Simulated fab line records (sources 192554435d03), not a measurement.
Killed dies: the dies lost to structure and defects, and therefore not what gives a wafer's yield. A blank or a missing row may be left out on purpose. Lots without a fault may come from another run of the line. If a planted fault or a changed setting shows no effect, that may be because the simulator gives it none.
fab line records	flow n5_finfet
[record] lots = 24	wafers = 72	last_day = 21
route steps=1938 shown BEOL_M11@1590 BEOL_M12@1603
lots that met no fault: from a run of the same line without faults
start_h: hours from the record's opening day to when the first of the lot's shown wafers began	wait_h: hours from the lot's prior step to this one	" the same as in the row above	L1.1+2: one row covering several wafers at once	- no value present, or no start provided	* or withheld: withheld	< > ~ a bound
route shown NAME@n: NAME is a module with steps in the file, n the number in the route of the first one	usual: average and standard deviation across the fault-free wafers	same: alike in all rows	chamber/n: place in a boat	sites: readings site by site	_std_site: the standard deviation of these	_edge_site: inner sites' mean taken away from outer sites' mean	radius_mm: how far each site lies from the wafer's centre	mask NAME#n: copy n	behind: the most recent tool/chamber to have shaped the wafer	hold: what put the lot on hold/how long, in hours/how the hold closed	device: which transistor (n, p or np) failed to switch	end of line: at the end of the route, the tests of the same wafers	for a step that has no rows: nothing shown but its recipe	killed: count of dies lost to structure and defects at first sort (not the wafer's yield)	map: shows each die of a wafer: x if killed, . if not, _ if none is there
set.NAME: the setting as run; set.NAME@STEP: as run at that earlier step	model.NAME: the simulator's own value behind a step, which no gauge read
the route's steps for a sample of lots (tables are steps, rows are wafers)
services: when a tool's chamber went out of use (start_h, in hours from the record's first day, below 0 if earlier), for how many hours, and the reason
[[steps]]
[step N5_BEOL_M11_ALD_74]
[recipe] material = TaN	target_thk_a = 20	temp_c = 275	ald_precursor_family = PDMAT	ald_co_reactant = NH3	pressure_torr = 3	carrier_flow_sccm = 1500	pulse_time_s = 2	purge_time_s = 3	co_reactant_purge_time_s = 2	co_reactant_pulse_time_s = 3	ald_cycles = 40	precursor_vessel_temp_c = 75	precursor_vessel_pressure_torr = 26.25	precursor_vessel_carrier_sccm = 1000
[usual] heater_power_w = 440/55
lot.wafer	tool	chamber	start_h	wait_h	heater_power_w
L074.1	ald_metal-01	2	307.04	0.0	403
L074.4	"	0	"	"	378
L074.6	"	0	"	"	383
L077.2	ald_metal-03	2	323.03	0.0	402
L077.3	"	0	"	"	452
L077.5	"	2	"	"	401
L075.2	ald_metal-03	3	329.12	0.1	475
L075.3	"	0	"	"	457
L075.4	"	2	"	"	398
L076.2	ald_metal-02	2	331.63	0.1	352
L076.4	"	1	"	"	528
L076.6	"	0	"	"	501
L078.2	ald_metal-02	3	340.98	0.0	386
L078.4	"	2	"	"	362
L078.5	"	1	"	"	512
L080.2	ald_metal-03	1	353.47	0.1	500
L080.4	"	0	"	"	461
L080.5	"	1	"	"	513
L082.3	ald_metal-02	1	357.75	0.0	527
L082.4	"	0	"	"	482
L082.6	"	1	"	"	524
L079.4	ald_metal-02	0	363.12	0.1	482
L079.5	"	1	"	"	523
L079.6	"	0	"	"	485
L086.2	ald_metal-03	3	384.88	0.0	476
L086.3	"	1	"	"	503
L086.4	"	0	"	"	474
L081.3	ald_metal-03	2	389.64	0.0	401
L081.5	"	3	"	"	461
L081.6	"	2	"	"	388
L083.2	ald_metal-02	2	392.85	0.0	373
L083.3	"	3	"	"	381
L083.6	"	1	"	"	521
L084.1	ald_metal-01	3	395.50	0.0	389
L084.4	"	1	"	"	414
L084.5	"	0	"	"	394
L090.3	ald_metal-01	3	404.84	0.1	378
L090.4	"	0	"	"	393
L090.6	"	2	"	"	390
L085.2	ald_metal-02	1	404.98	0.0	518
L085.3	"	3	"	"	387
L085.4	"	2	"	"	356
L089.1	ald_metal-01	0	417.82	0.0	394
L089.2	"	3	"	"	377
L089.4	"	2	"	"	402
L087.1	ald_metal-02	3	424.09	0.1	379
L087.2	"	1	"	"	519
L087.6	"	3	"	"	389
L088.2	ald_metal-02	1	424.65	0.0	518
L088.5	"	3	"	"	390
L088.6	"	2	"	"	358
L091.3	ald_metal-03	3	425.98	0.0	476
L091.4	"	1	"	"	508
L091.5	"	2	"	"	401
L096.1	ald_metal-02	2	433.92	0.1	364
L096.2	"	0	"	"	491
L096.5	"	2	"	"	371
L092.2	ald_metal-03	2	434.18	0.1	396
L092.3	"	0	"	"	463
L092.5	"	0	"	"	462
L094.2	ald_metal-03	0	434.73	0.1	465
L094.3	"	2	"	"	405
L094.4	"	3	"	"	470
L093.2	ald_metal-01	2	452.50	0.0	382
L093.3	"	1	"	"	413
L093.6	"	2	"	"	400
L095.1	ald_metal-02	3	454.14	0.0	386
L095.2	"	1	"	"	510
L095.6	"	3	"	"	382
L097.4	ald_metal-03	1	461.62	0.0	506
L097.5	"	0	"	"	470
L097.6	"	1	"	"	506
[step N5_BEOL_M11_THK_MEAS_53]
[recipe] thk_meas_gauge = xrf	reads = Cu_of_BEOL_M11_ECD_50
[usual] M11_THK = 140/3.8
lot.wafer	tool	chamber	start_h	wait_h	M11_THK[nm]
L074.1	film_metro-02	-	309.33	-	138
L074.4	"	-	"	"	140
L074.6	"	-	"	"	138
L077.2	film_metro-01	-	324.37	-	141
L077.3	"	-	"	"	138
L077.5	"	-	"	"	140
L075.2	film_metro-01	-	330.79	-	144
L075.3	"	-	"	"	140
L075.4	"	-	"	"	150
L076.2	film_metro-02	-	334.62	-	135
L076.4	"	-	"	"	143
L076.6	"	-	"	"	137
L078.2	film_metro-02	-	342.86	-	136
L078.4	"	-	"	"	139
L078.5	"	-	"	"	138
L080.2	film_metro-01	-	354.80	-	141
L080.4	"	-	"	"	147
L080.5	"	-	"	"	144
L082.3	film_metro-02	-	359.13	-	140
L082.4	"	-	"	"	144
L082.6	"	-	"	"	151
L079.4	film_metro-01	-	364.42	-	145
L079.5	"	-	"	"	143
L079.6	"	-	"	"	135
L086.2	film_metro-02	-	386.46	-	139
L086.3	"	-	"	"	143
L086.4	"	-	"	"	141
L081.3	film_metro-02	-	391.69	-	138
L081.5	"	-	"	"	140
L081.6	"	-	"	"	139
L083.2	film_metro-02	-	394.21	-	139
L083.3	"	-	"	"	140
L083.6	"	-	"	"	140
L084.1	film_metro-02	-	396.88	-	140
L084.4	"	-	"	"	134
L084.5	"	-	"	"	137
L090.3	film_metro-01	-	406.28	-	140
L090.4	"	-	"	"	142
L090.6	"	-	"	"	142
L085.2	film_metro-01	-	406.62	-	144
L085.3	"	-	"	"	140
L085.4	"	-	"	"	136
L089.1	film_metro-02	-	419.28	-	138
L089.2	"	-	"	"	137
L089.4	"	-	"	"	144
L087.1	film_metro-01	-	425.86	-	142
L087.2	"	-	"	"	139
L087.6	"	-	"	"	138
L088.2	film_metro-01	-	426.58	-	137
L088.5	"	-	"	"	137
L088.6	"	-	"	"	141
L091.3	film_metro-02	-	429.31	-	141
L091.4	"	-	"	"	147
L091.5	"	-	"	"	149
L096.1	film_metro-01	-	435.47	-	140
L096.2	"	-	"	"	135
L096.5	"	-	"	"	138
L092.2	film_metro-01	-	435.98	-	139
L092.3	"	-	"	"	144
L092.5	"	-	"	"	137
L094.2	film_metro-02	-	436.89	-	139
L094.3	"	-	"	"	144
L094.4	"	-	"	"	140
L093.2	film_metro-02	-	454.44	-	141
L093.3	"	-	"	"	137
L093.6	"	-	"	"	136
L095.1	film_metro-02	-	455.58	-	146
L095.2	"	-	"	"	143
L095.6	"	-	"	"	135
L097.4	film_metro-01	-	462.98	-	137
L097.5	"	-	"	"	144
L097.6	"	-	"	"	147
[step N5_BEOL_M12_THK_MEAS_01]
[recipe] reads = SiOC_of_BEOL_M12_ILD_DEP_00
[usual] M12_ILD_THK = 656/11
lot.wafer	tool	chamber	start_h	wait_h	M12_ILD_THK[nm]
L074.1	film_metro-01	-	309.65	0.1	659
L074.4	"	-	"	"	671
L074.6	"	-	"	"	660
L077.2	film_metro-02	-	324.69	0.1	648
L077.3	"	-	"	"	644
L077.5	"	-	"	"	655
L075.2	film_metro-02	-	331.11	0.1	650
L075.3	"	-	"	"	665
L075.4	"	-	"	"	667
L076.2	film_metro-01	-	334.96	0.1	653
L076.4	"	-	"	"	666
L076.6	"	-	"	"	657
L078.2	film_metro-02	-	343.18	0.1	663
L078.4	"	-	"	"	676
L078.5	"	-	"	"	654
L080.2	film_metro-01	-	355.19	0.1	630
L080.4	"	-	"	"	661
L080.5	"	-	"	"	659
L082.3	film_metro-02	-	359.45	0.1	638
L082.4	"	-	"	"	678
L082.6	"	-	"	"	658
L079.4	film_metro-01	-	364.74	0.0	671
L079.5	"	-	"	"	667
L079.6	"	-	"	"	677
L086.2	film_metro-01	-	386.78	0.1	646
L086.3	"	-	"	"	659
L086.4	"	-	"	"	647
L081.3	film_metro-01	-	392.12	0.1	651
L081.5	"	-	"	"	667
L081.6	"	-	"	"	671
L083.2	film_metro-02	-	394.64	0.1	665
L083.3	"	-	"	"	656
L083.6	"	-	"	"	675
L084.1	film_metro-01	-	397.31	0.1	636
L084.4	"	-	"	"	650
L084.5	"	-	"	"	653
L090.3	film_metro-02	-	406.60	0.1	660
L090.4	"	-	"	"	664
L090.6	"	-	"	"	666
L085.2	film_metro-02	-	406.94	0.1	665
L085.3	"	-	"	"	670
L085.4	"	-	"	"	674
L089.1	film_metro-01	-	419.59	0.1	653
L089.2	"	-	"	"	646
L089.4	"	-	"	"	663
L087.1	film_metro-01	-	426.18	0.1	656
L087.2	"	-	"	"	632
L087.6	"	-	"	"	656
L088.2	film_metro-02	-	426.90	0.1	659
L088.5	"	-	"	"	660
L088.6	"	-	"	"	663
L091.3	film_metro-02	-	429.63	0.1	641
L091.4	"	-	"	"	672
L091.5	"	-	"	"	671
L096.1	film_metro-02	-	435.84	0.1	655
L096.2	"	-	"	"	641
L096.5	"	-	"	"	657
L092.2	film_metro-02	-	436.33	0.1	653
L092.3	"	-	"	"	631
L092.5	"	-	"	"	661
L094.2	film_metro-01	-	437.21	0.1	650
L094.3	"	-	"	"	635
L094.4	"	-	"	"	646
L093.2	film_metro-02	-	454.76	0.1	652
L093.3	"	-	"	"	673
L093.6	"	-	"	"	663
L095.1	film_metro-02	-	455.90	0.1	659
L095.2	"	-	"	"	645
L095.6	"	-	"	"	648
L097.4	film_metro-02	-	463.30	0.0	663
L097.5	"	-	"	"	654
L097.6	"	-	"	"	667
[step N5_BEOL_M12_SPUTTER_44]
[recipe] material = Ta	target_thk_a = 100	temp_c = 50	bias_v = 80	power_w = 15000	chamber_pressure_pa = 0.07	time_s = 16.13
[usual] bias_v = 80.0/0.78	throttle_valve_pct = 29.9/0.78
lot.wafer	tool	chamber	start_h	wait_h	bias_v	throttle_valve_pct
L074.1	pvd_sputter-03	-	313.88	0.0	78.8	29.7
L074.4	"	-	"	"	80.1	31.3
L074.6	"	-	"	"	80.5	31.4
L077.2	pvd_sputter-03	-	330.96	0.0	79.4	31.4
L077.3	"	-	"	"	80.1	29.6
L077.5	"	-	"	"	80.2	29.5
L075.2	pvd_sputter-03	-	334.68	0.0	80.9	29.5
L075.3	"	-	"	"	79.9	30.8
L075.4	"	-	"	"	80.2	28.9
L076.2	pvd_sputter-01	-	340.91	0.0	79.3	29.5
L076.4	"	-	"	"	81.6	29.7
L076.6	"	-	"	"	79.5	29.1
L078.2	pvd_sputter-03	-	347.23	0.0	80.0	29.3
L078.4	"	-	"	"	79.7	30.3
L078.5	"	-	"	"	79.3	29.5
L080.2	pvd_sputter-01	-	357.93	0.0	79.2	29.6
L080.4	"	-	"	"	79.0	29.6
L080.5	"	-	"	"	80.2	29.8
L082.3	pvd_sputter-03	-	361.77	0.0	79.0	29.6
L082.4	"	-	"	"	80.5	31.2
L082.6	"	-	"	"	80.8	28.7
L079.4	pvd_sputter-01	-	374.50	0.0	80.7	29.2
L079.5	"	-	"	"	80.1	29.9
L079.6	"	-	"	"	79.7	29.7
L086.2	pvd_sputter-01	-	389.84	0.0	80.6	29.3
L086.3	"	-	"	"	80.8	31.2
L086.4	"	-	"	"	79.5	29.3
L081.3	pvd_sputter-02	-	396.26	0.0	80.1	29.4
L081.5	"	-	"	"	79.6	29.6
L081.6	"	-	"	"	79.7	29.3
L083.2	pvd_sputter-03	-	401.24	0.0	80.1	30.4
L083.3	"	-	"	"	80.3	29.3
L083.6	"	-	"	"	80.1	30.4
L084.1	pvd_sputter-01	-	401.41	0.0	79.0	29.1
L084.4	"	-	"	"	80.5	31.1
L084.5	"	-	"	"	79.0	31.3
L090.3	pvd_sputter-03	-	410.84	0.0	81.2	28.6
L090.4	"	-	"	"	79.9	29.5
L090.6	"	-	"	"	80.3	30.3
L085.2	pvd_sputter-01	-	411.44	0.0	81.0	29.8
L085.3	"	-	"	"	80.4	29.2
L085.4	"	-	"	"	81.3	30.9
L089.1	pvd_sputter-01	-	426.11	0.0	80.3	29.3
L089.2	"	-	"	"	81.8	29.4
L089.4	"	-	"	"	81.0	31.1
L087.1	pvd_sputter-02	-	429.09	0.0	80.5	29.7
L087.2	"	-	"	"	80.2	29.4
L087.6	"	-	"	"	79.6	29.4
L088.2	pvd_sputter-02	-	429.45	0.0	79.9	29.1
L088.5	"	-	"	"	80.4	29.8
L088.6	"	-	"	"	80.4	30.0
L091.3	pvd_sputter-01	-	434.26	0.0	80.1	29.4
L091.4	"	-	"	"	80.5	31.1
L091.5	"	-	"	"	81.3	31.3
L096.1	pvd_sputter-03	-	444.98	0.0	79.7	31.3
L096.2	"	-	"	"	79.8	30.5
L096.5	"	-	"	"	80.4	31.1
L092.2	pvd_sputter-02	-	448.58	0.0	79.5	30.6
L092.3	"	-	"	"	79.2	29.5
L092.5	"	-	"	"	80.2	30.5
L094.2	pvd_sputter-01	-	448.60	0.0	80.9	31.0
L094.3	"	-	"	"	79.6	29.7
L094.4	"	-	"	"	79.5	29.6
L093.2	pvd_sputter-01	-	458.58	0.0	80.2	30.0
L093.3	"	-	"	"	80.0	30.9
L093.6	"	-	"	"	79.0	29.3
L095.1	pvd_sputter-03	-	459.00	0.0	79.2	31.4
L095.2	"	-	"	"	80.1	28.9
L095.6	"	-	"	"	79.2	29.1
L097.4	pvd_sputter-02	-	466.09	0.0	79.9	29.9
L097.5	"	-	"	"	80.2	30.3
L097.6	"	-	"	"	78.5	29.6
[step N5_BEOL_M12_DEP_53]
[recipe] material = SiCN	target_thk_a = 300	temp_c = withheld	precursor = 3MS/NH3	pressure_torr = 3	rf_w = 675	time_s = 10.5
[usual] showerhead_plenum_p_Torr = 4.157/0.017	throttle_valve_pct = 18.2/1.5
lot.wafer	tool	chamber	start_h	wait_h	showerhead_plenum_p_Torr	throttle_valve_pct
L074.1	pecvd-01	1	315.13	0.0	4.177	16.8
L074.4	"	1	"	"	4.198	16.8
L074.6	"	2	"	"	4.163	17.2
L077.2	pecvd-02	1	332.04	0.0	4.183	18.4
L077.3	"	2	"	"	4.142	16.8
L077.5	"	2	"	"	4.141	17.1
L075.2	pecvd-04	1	335.85	0.0	4.184	20.5
L075.3	"	0	"	"	4.159	19.7
L075.4	"	0	"	"	4.153	20.1
L076.2	pecvd-04	0	341.94	0.0	4.165	19.7
L076.4	"	0	"	"	4.166	19.7
L076.6	"	2	"	"	4.141	16.7
L078.2	pecvd-01	0	348.22	0.0	4.134	19.4
L078.4	"	2	"	"	4.149	17.4
L078.5	"	1	"	"	4.188	16.6
L080.2	pecvd-02	2	359.12	0.0	4.139	16.9
L080.4	"	1	"	"	4.182	18.2
L080.5	"	0	"	"	4.150	17.4
L082.3	pecvd-02	1	362.77	0.0	4.175	18.5
L082.4	"	2	"	"	4.126	16.8
L082.6	"	0	"	"	4.160	17.4
L079.4	pecvd-04	2	375.51	0.0	4.145	16.8
L079.5	"	0	"	"	4.164	19.9
L079.6	"	1	"	"	4.172	20.6
L086.2	pecvd-02	0	391.03	0.0	4.169	17.5
L086.3	"	0	"	"	4.157	17.3
L086.4	"	2	"	"	4.129	17.2
L081.3	pecvd-01	2	397.27	0.0	4.167	17.4
L081.5	"	0	"	"	4.137	19.3
L081.6	"	2	"	"	4.167	17.4
L083.2	pecvd-01	1	402.24	0.0	4.182	16.8
L083.3	"	2	"	"	4.146	17.5
L083.6	"	0	"	"	4.149	19.2
L084.1	pecvd-02	0	402.46	0.1	4.164	17.4
L084.4	"	0	"	"	4.163	17.5
L084.5	"	0	"	"	4.149	17.5
L090.3	pecvd-04	0	411.84	0.0	4.165	20.1
L090.4	"	1	"	"	4.173	20.9
L090.6	"	0	"	"	4.167	20.1
L085.2	pecvd-02	0	412.45	0.0	4.153	17.6
L085.3	"	2	"	"	4.135	17.3
L085.4	"	0	"	"	4.149	17.2
L089.1	pecvd-01	1	427.29	0.0	4.193	16.7
L089.2	"	2	"	"	4.172	17.4
L089.4	"	0	"	"	4.148	19.5
L087.1	pecvd-04	0	430.81	0.0	4.158	20.1
L087.2	"	1	"	"	4.167	20.5
L087.6	"	1	"	"	4.178	20.6
L088.2	pecvd-02	0	431.25	0.0	4.158	17.1
L088.5	"	2	"	"	4.136	17.2
L088.6	"	0	"	"	4.159	17.4
L091.3	pecvd-01	0	435.31	0.0	4.138	19.4
L091.4	"	1	"	"	4.168	16.4
L091.5	"	0	"	"	4.138	19.2
L096.1	pecvd-04	0	446.44	0.0	4.161	20.2
L096.2	"	2	"	"	4.148	16.7
L096.5	"	0	"	"	4.183	20.2
L092.2	pecvd-04	0	449.85	0.0	4.178	20.3
L092.3	"	1	"	"	4.172	20.7
L092.5	"	1	"	"	4.162	20.9
L094.2	pecvd-04	2	449.90	0.0	4.136	16.6
L094.3	"	1	"	"	4.178	20.7
L094.4	"	2	"	"	4.138	17.0
L093.2	pecvd-04	0	459.57	0.0	4.159	20.3
L093.3	"	2	"	"	4.152	16.9
L093.6	"	1	"	"	4.173	20.6
L095.1	pecvd-02	1	460.01	0.0	4.164	17.5
L095.2	"	2	"	"	4.140	17.3
L095.6	"	1	"	"	4.168	17.0
L097.4	pecvd-02	1	467.11	0.0	4.158	17.3
L097.5	"	0	"	"	4.170	17.3
L097.6	"	2	"	"	4.121	17.2
[step N5_BEOL_M12_RS_MEAS_54]
[recipe] thk_meas_gauge = four-point-probe	reads = Cu_of_BEOL_M12_ECD_47+Ta_of_BEOL_M12_SPUTTER_44+TaN_of_BEOL_M12_SPUTTER_43
[usual] M12_RS = 0.0603/0.0014
lot.wafer	tool	chamber	start_h	wait_h	M12_RS[ohm/sq]
L074.1	film_metro-01	-	315.19	0.0	0.0624
L074.4	"	-	"	"	0.0624
L074.6	"	-	"	"	0.0621
L077.2	film_metro-01	-	332.10	0.0	0.0620
L077.3	"	-	"	"	0.0629
L077.5	"	-	"	"	0.0618
L075.2	film_metro-02	-	335.91	0.0	0.0590
L075.3	"	-	"	"	0.0598
L075.4	"	-	"	"	0.0595
L076.2	film_metro-02	-	342.01	0.1	0.0612
L076.4	"	-	"	"	0.0586
L076.6	"	-	"	"	0.0611
L078.2	film_metro-01	-	348.29	0.0	0.0593
L078.4	"	-	"	"	0.0607
L078.5	"	-	"	"	0.0602
L080.2	film_metro-02	-	359.18	0.0	0.0598
L080.4	"	-	"	"	0.0591
L080.5	"	-	"	"	0.0609
L082.3	film_metro-01	-	362.83	0.0	0.0594
L082.4	"	-	"	"	0.0617
L082.6	"	-	"	"	0.0596
L079.4	film_metro-01	-	375.56	0.0	0.0606
L079.5	"	-	"	"	0.0600
L079.6	"	-	"	"	0.0602
L086.2	film_metro-01	-	391.11	0.1	0.0596
L086.3	"	-	"	"	0.0594
L086.4	"	-	"	"	0.0584
L081.3	film_metro-01	-	397.33	0.0	0.0579
L081.5	"	-	"	"	0.0622
L081.6	"	-	"	"	0.0607
L083.2	film_metro-01	-	402.30	0.0	0.0601
L083.3	"	-	"	"	0.0593
L083.6	"	-	"	"	0.0589
L084.1	film_metro-02	-	402.58	0.1	0.0600
L084.4	"	-	"	"	0.0601
L084.5	"	-	"	"	0.0590
L090.3	film_metro-01	-	411.90	0.0	0.0590
L090.4	"	-	"	"	0.0609
L090.6	"	-	"	"	0.0595
L085.2	film_metro-02	-	412.53	0.1	0.0590
L085.3	"	-	"	"	0.0630
L085.4	"	-	"	"	0.0580
L089.1	film_metro-02	-	427.35	0.0	0.0602
L089.2	"	-	"	"	0.0588
L089.4	"	-	"	"	0.0610
L087.1	film_metro-01	-	430.88	0.1	0.0581
L087.2	"	-	"	"	0.0616
L087.6	"	-	"	"	0.0614
L088.2	film_metro-01	-	431.33	0.1	0.0627
L088.5	"	-	"	"	0.0588
L088.6	"	-	"	"	0.0612
L091.3	film_metro-01	-	435.37	0.0	0.0595
L091.4	"	-	"	"	0.0613
L091.5	"	-	"	"	0.0611
L096.1	film_metro-01	-	446.51	0.0	0.0618
L096.2	"	-	"	"	0.0586
L096.5	"	-	"	"	0.0611
L092.2	film_metro-01	-	449.91	0.0	0.0582
L092.3	"	-	"	"	0.0603
L092.5	"	-	"	"	0.0605
L094.2	film_metro-01	-	449.96	0.0	0.0589
L094.3	"	-	"	"	0.0613
L094.4	"	-	"	"	0.0632
L093.2	film_metro-01	-	459.64	0.0	0.0623
L093.3	"	-	"	"	0.0588
L093.6	"	-	"	"	0.0620
L095.1	film_metro-01	-	460.07	0.0	0.0606
L095.2	"	-	"	"	0.0595
L095.6	"	-	"	"	0.0602
L097.4	film_metro-01	-	467.16	0.0	0.0608
L097.5	"	-	"	"	0.0584
L097.6	"	-	"	"	0.0596
[[services]]
tool	chamber	start_h	hours	kind
ald_metal-01	3	288.13	-	calibration
ald_metal-01	-	328.96	1.2	repair
pecvd-01	1	332.90	2.1	scheduled_down
ald_metal-01	-	337.25	14.0	pm
ald_metal-01	0	337.25	14.0	vent_cycle
ald_metal-01	1	337.25	14.0	vent_cycle
ald_metal-01	2	337.25	14.0	vent_cycle
ald_metal-01	3	337.25	14.0	vent_cycle
pecvd-04	1	338.79	16.5	scheduled_down
ald_metal-03	3	350.28	25.4	repair
ald_metal-01	0	351.25	-	clean
ald_metal-03	-	363.07	0.6	repair
pecvd-02	1	383.62	-	clean
pecvd-02	1	383.62	-	consumable_replace:showerhead
pecvd-02	1	383.62	29.0	scheduled_down
pecvd-02	1	383.62	29.0	vent_cycle
pecvd-02	2	391.50	18.6	repair
pecvd-04	1	412.96	2.1	scheduled_down
ald_metal-02	-	414.41	6.0	pm
pecvd-02	1	429.91	5.5	scheduled_down
pecvd-04	2	430.21	5.5	scheduled_down
ald_metal-01	0	438.64	37.9	repair
pecvd-01	-	447.47	14.6	pm
pecvd-04	2	451.44	2.1	scheduled_down
[[key]]
fault none
